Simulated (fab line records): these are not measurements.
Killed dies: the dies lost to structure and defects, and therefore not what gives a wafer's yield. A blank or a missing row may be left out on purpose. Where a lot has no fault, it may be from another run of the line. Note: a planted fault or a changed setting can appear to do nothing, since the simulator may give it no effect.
The tool behind it: which one? | flow nand_harc | 12 lots, 36 wafers sampled, at 5 steps of a route of 1159

## WHAT EACH GAUGE READ, for each wafer
NHARC_A_M1_THK_MEAS_24: measures by xrf.
lot  | measured     | on            | thk_nm (nm)
L765 | day 18 05:21 | film_metro-02 | 155.4 156.1 156.2
L769 | day 18 07:11 | film_metro-02 | 152.7 156.3 155.3
L766 | day 18 07:41 | film_metro-01 | 153.5 155.1 156.9
L779 | day 21 17:06 | film_metro-02 | 156.0 156.3 155.0
L777 | day 22 01:43 | film_metro-01 | 153.5 155.5 154.3
L778 | day 22 02:10 | film_metro-01 | 154.5 152.4 151.7
L781 | day 22 08:01 | film_metro-01 | 155.4 156.2 152.1
L784 | day 22 10:39 | film_metro-02 | 154.2 154.7 151.9
L786 | day 22 17:34 | film_metro-01 | 155.7 154.3 154.4
L783 | day 23 03:38 | film_metro-01 | 155.1 155.4 156.4
L780 | day 23 03:52 | film_metro-02 | 152.9 151.5 155.2
L788 | day 23 11:55 | film_metro-02 | 153.1 152.2 154.1

NHARC_A_M1_INSPECT_27.
lot  | measured     | on                | raw_defect_count
L765 | day 18 05:32 | defect_inspect-02 | 456 773 438
L769 | day 18 07:20 | defect_inspect-01 | 417 357 345
L766 | day 18 07:51 | defect_inspect-02 | 296 344 481
L779 | day 21 17:16 | defect_inspect-02 | 511 373 661
L777 | day 22 01:52 | defect_inspect-01 | 378 288 257
L778 | day 22 02:19 | defect_inspect-02 | 382 428 537
L781 | day 22 08:11 | defect_inspect-01 | 668 481 436
L784 | day 22 10:49 | defect_inspect-02 | 538 1022 361
L786 | day 22 17:44 | defect_inspect-02 | 450 489 255
L783 | day 23 03:47 | defect_inspect-01 | 688 702 510
L780 | day 23 04:01 | defect_inspect-02 | 608 490 834
L788 | day 23 12:04 | defect_inspect-02 | 394 274 340

NHARC_END_SORT_01.
lot  | measured     | on        | defect_limited_yield (%) | killed_at_array | killed_at_other | killed_at_periphery | killed_dies | killed_open | killed_short | sort_bin_2_pct (%) | sort_bin_3_pct (%) | sort_bin_4_pct (%) | sort_n_pass | sort_rim_yield_pct (%) | sort_yield_pct (%)
L777 | day 23 20:12 | prober-01 | 97.0 87.3 97.8           | 14 9 13         | 1 73 0          | 5 4 2               | 20 86 15    | 6 4 4       | 2 3 2        | 0.4 5.2 0.7        | 0.15 4.58 0        | 2.4 3.0 1.5        | 657 591 662 | 99 83 100              | 97.0 87.3 97.8

## WHICH TOOL RAN EACH LOT (tool, then ch and the chambers of the sampled wafers, then the start)
lot  | NHARC_A_BONDPAD_PVD_27                  | NHARC_THIN_TSV_PVD_19
L765 | pvd_sputter-01, day 19 05:45 or earlier | pvd_sputter-02, day 19 05:45
L769 | pvd_sputter-02, day 19 04:37 or earlier | pvd_sputter-02, day 19 04:37
L766 | pvd_sputter-01, day 19 08:15 or earlier | pvd_sputter-01, day 19 08:15
L779 | pvd_sputter-03, day 22 15:31 or earlier | pvd_sputter-02, day 22 15:31
L777 | pvd_sputter-03, day 23 01:43 or earlier | pvd_sputter-01, day 23 01:43
L778 | pvd_sputter-01, day 23 00:35 or earlier | pvd_sputter-02, day 23 00:35
L781 | pvd_sputter-02, day 23 04:42 or earlier | pvd_sputter-03, day 23 04:42
L784 | pvd_sputter-02, day 23 05:46 or earlier | pvd_sputter-02, day 23 05:46
L786 | pvd_sputter-02, day 23 17:08 or earlier | pvd_sputter-02, day 23 17:08
L783 | pvd_sputter-01, day 24 00:32 or earlier | pvd_sputter-03, day 24 00:32
L780 | pvd_sputter-02, day 24 01:56 or earlier | pvd_sputter-03, day 24 01:56
L788 | pvd_sputter-01, day 24 08:16 or earlier | pvd_sputter-02, day 24 08:16
- NHARC_A_BONDPAD_PVD_27: deposits Cu, target thk 30 nm, time 20.49 s.
- NHARC_THIN_TSV_PVD_19: deposits TaN, target thk 20 nm.

## AS READ BY THE TOOLS THEMSELVES (means over the sampled wafers that have a number; for cases with no such wafer, the mark the record gives instead)
NHARC_A_BONDPAD_PVD_27.
lot  | tool           | cathode_dc_power_W (W) | substrate_temp_c (C) | throttle_valve_pct (%)
L765 | pvd_sputter-01 | 4999.5                 | 29.97                | 29.5
L769 | pvd_sputter-02 | 4999.0                 | 30.06                | 29.1
L766 | pvd_sputter-01 | 5000.7                 | 30.18                | 29.6
L779 | pvd_sputter-03 | 4999.9                 | 30.13                | 28.3
L777 | pvd_sputter-03 | 5000.2                 | 30.03                | 29.4
L778 | pvd_sputter-01 | 4999.5                 | 30.02                | 29.2
L781 | pvd_sputter-02 | 5000.4                 | 29.96                | 30.0
L784 | pvd_sputter-02 | 5000.4                 | 30.01                | 29.6
L786 | pvd_sputter-02 | 5000.5                 | 29.94                | 28.9
L783 | pvd_sputter-01 | 5000.0                 | 30.17                | 29.8
L780 | pvd_sputter-02 | 5000.6                 | 29.98                | 30.0
L788 | pvd_sputter-01 | 4999.9                 | 29.92                | 29.5

NHARC_THIN_TSV_PVD_19.
lot  | tool           | throttle_valve_pct (%)
L765 | pvd_sputter-02 | 29.9
L769 | pvd_sputter-02 | 29.0
L766 | pvd_sputter-01 | 29.8
L779 | pvd_sputter-02 | 30.1
L777 | pvd_sputter-01 | 29.4
L778 | pvd_sputter-02 | 29.1
L781 | pvd_sputter-03 | 28.2
L784 | pvd_sputter-02 | 29.7
L786 | pvd_sputter-02 | 29.9
L783 | pvd_sputter-03 | 28.8
L780 | pvd_sputter-03 | 29.3
L788 | pvd_sputter-02 | 29.5

## THE ANSWER, worked out from the rows above alone
Rule: what is usual is taken from the lots themselves. Put in order of their means at a reading, lots are off if they are a third of the lots or fewer, leave a main group of 4 or more, and stand apart from it by a gap of 3 or more times the standard deviation of the main group's means; of several such gaps the widest counts. A main group whose means are all the same, to the digits that the tables above print for the reading, isn't used. A lot without any number at a reading at which 4 lots or more have one is off too. The other lots that the step has rows for count as sound. After the gauges, taken in route order, come the tools' own readings; for these a lot's mean is taken, as printed above. At the first step where some lot is off, the reading lying furthest off is the one used; lots without a number count as furthest.
No lot is off at any reading shown: from this, nothing can be told.

## WHAT WAS PUT IN BY THE SIMULATOR
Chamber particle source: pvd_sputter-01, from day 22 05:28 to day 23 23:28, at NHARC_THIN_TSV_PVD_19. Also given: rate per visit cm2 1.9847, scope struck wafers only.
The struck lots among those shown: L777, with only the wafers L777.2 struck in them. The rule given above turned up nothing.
